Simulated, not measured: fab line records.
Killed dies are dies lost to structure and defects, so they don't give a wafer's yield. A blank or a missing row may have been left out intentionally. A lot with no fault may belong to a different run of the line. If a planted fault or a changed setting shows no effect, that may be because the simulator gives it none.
A single fault, viewed from 2 desks / flow nand-harc / each desk holds nothing but its own numbers, with what lay behind them at the end

THE METROLOGY DESK
Lot by lot, what the gauges showed, no matter which tool ran the lot: averages of those sampled wafers that carry a number. Any lot whose mean is over 4 standard deviations away from the usual mean is out of limits and marked OUT; that distance is given in the brackets.
Columns: A = cd-nm at NHARC_THIN_TSV_CD_MEAS_37, usual 5001.3 nm
lot=L303; first seen here=day 24 04:55; A=5004.8
lot=L305; first seen here=day 24 14:33; A=5000.4
lot=L306; first seen here=day 24 21:14; A=5003.8
lot=L304; first seen here=day 24 22:47; A=5002.0
lot=L302; first seen here=day 24 23:34; A=5000.4
lot=L307; first seen here=day 26 00:43; A=4999.0
lot=L308; first seen here=day 26 01:47; A=4999.4
lot=L320; first seen here=day 31 19:47; A=5001.9
lot=L323; first seen here=day 33 03:46; A=5002.7
lot=L324; first seen here=day 33 04:55; A=4998.2
lot=L322; first seen here=day 33 09:47; A=5003.6
lot=L325; first seen here=day 34 02:51; A=4997.5
This desk's finding: nothing out of limits on any of the 12 lots.

DESK OF THE TOOL OWNER: lpcvd-01
The tool's own readings at NHARC_A_STAIRCASE_CVD_552 (deposits SiNx, target thk 40 nm): means of the sampled wafers that have a number, for each lot that ran on this tool. Any lot whose mean is over 4 standard deviations away from the usual mean is out of limits and marked OUT; that distance is given in the brackets.
Columns: A = zone-power-centre-pct at NHARC_A_STAIRCASE_CVD_552, usual 10.4 %
lot=L303; first seen here=day 17 19:29; A=10.7
lot=L302; first seen here=day 18 04:51; A=9.7
lot=L304; first seen here=day 18 04:51; A=10.4
lot=L305; first seen here=day 18 04:51; A=9.7
lot=L307; first seen here=day 19 17:36; A=9.6
lot=L308; first seen here=day 19 17:36; A=10.5
lot=L313; first seen here=day 22 02:52; A=10.6
lot=L320; first seen here=day 25 08:55; A=10.5
lot=L323; first seen here=day 26 09:28; A=9.7
lot=L325; first seen here=day 27 08:01; A=9.7
This desk's finding: nothing out of limits on any of the 10 lots.

BROUGHT TOGETHER
The metrology desk saw nothing out of limits.
The tool owner's desk saw nothing out of limits.

WHAT THE SIMULATOR HAD PUT IN
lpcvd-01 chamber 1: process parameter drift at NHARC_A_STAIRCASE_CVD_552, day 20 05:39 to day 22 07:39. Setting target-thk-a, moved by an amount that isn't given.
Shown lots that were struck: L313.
